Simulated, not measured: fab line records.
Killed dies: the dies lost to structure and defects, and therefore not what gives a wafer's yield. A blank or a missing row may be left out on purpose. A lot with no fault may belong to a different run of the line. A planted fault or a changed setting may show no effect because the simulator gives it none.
One fault through the eyes of 3 desks ; flow n5_finfet ; numbers are kept per desk, each desk with only its own; the story behind them comes last

## THE TOOL OWNER'S DESK: rie_diel-02
The tool's own readings at N5_BEOL_M8_DESCUM_16 (chemistry O2, time 7.9 s): means of the sampled wafers that have a number, for each lot that ran on this tool. A lot is out of limits, marked OUT, if its mean lies more than 4 standard deviations from the usual mean; the brackets give that distance.
Columns: A = drypump_motor_current_A at N5_BEOL_M8_DESCUM_16, usual 5.9 A; B = oes_product_au at N5_BEOL_M8_DESCUM_16, usual 0.84 a.u.; C = rf_vpp_V at N5_BEOL_M8_DESCUM_16, usual 243.7 V; D = showerhead_plenum_p_Torr at N5_BEOL_M8_DESCUM_16, usual 2.14 Torr; E = throttle_valve_pct at N5_BEOL_M8_DESCUM_16, usual 20.34 %
lot;first seen here;A;B;C;D;E
L983;day 10 17:35;6.4;0.83;243.0;2.11;20.40
L990;day 12 12:10;6.1;0.80;243.5;2.13;20.56
L997;day 14 01:05;6.2;0.84;242.8;2.12;20.25
L999;day 14 05:59;6.1;0.90;242.9;2.07;20.39
L103;day 15 05:34;5.8;0.86;241.9;2.08;20.41
Result from this desk: across the 5 lots, nothing is out of limits.

## FROM THE METROLOGY DESK
Means of the sampled wafers that have a number, per lot and without regard to the tool the lot ran on: this is what the gauges read. A lot is out of limits, marked OUT, if its mean lies more than 4 standard deviations from the usual mean; the brackets give that distance.
Columns: A = cd_nm at N5_BEOL_M8_CD_MEAS_11, usual 38.5 nm; B = M8_OVL at N5_BEOL_M8_OVL_MEAS_12, usual 0.4 nm
lot;first seen here;A;B
L983;day 10 17:28;38.3;0.0
L990;day 12 12:05;38.4;0.0
L992;day 13 01:07;37.8;0.5
L997;day 14 00:55;39.0;-0.1
L994;day 14 01:38;38.9;-0.7
L999;day 14 05:53;38.8;0.9
L103;day 15 05:28;38.4;-0.1
Result from this desk: across the 7 lots, nothing is out of limits.

## THE DEFECT DESK
Lot by lot, what the route's inspections counted, given as the mean of those sampled wafers with a number. A lot is out of limits, marked OUT, if its mean lies more than 4 standard deviations from the usual mean; the brackets give that distance.
Columns: A = raw_defect_count at N5_BEOL_M8_INSPECT_13, usual 427
lot;first seen here;A
L983;day 10 17:31;379
L990;day 12 12:08;326
L992;day 13 01:10;430
L997;day 14 00:58;418
L994;day 14 01:41;385
L999;day 14 05:57;477
L103;day 15 05:31;368
Result from this desk: across the 7 lots, nothing is out of limits.

## TAKEN TOGETHER
The tool owner's desk saw nothing out of limits.
Metrology desk: nothing out of limits seen.
No out-of-limits result turned up at the defect desk.

## WHAT HAD BEEN PUT IN BY THE SIMULATOR
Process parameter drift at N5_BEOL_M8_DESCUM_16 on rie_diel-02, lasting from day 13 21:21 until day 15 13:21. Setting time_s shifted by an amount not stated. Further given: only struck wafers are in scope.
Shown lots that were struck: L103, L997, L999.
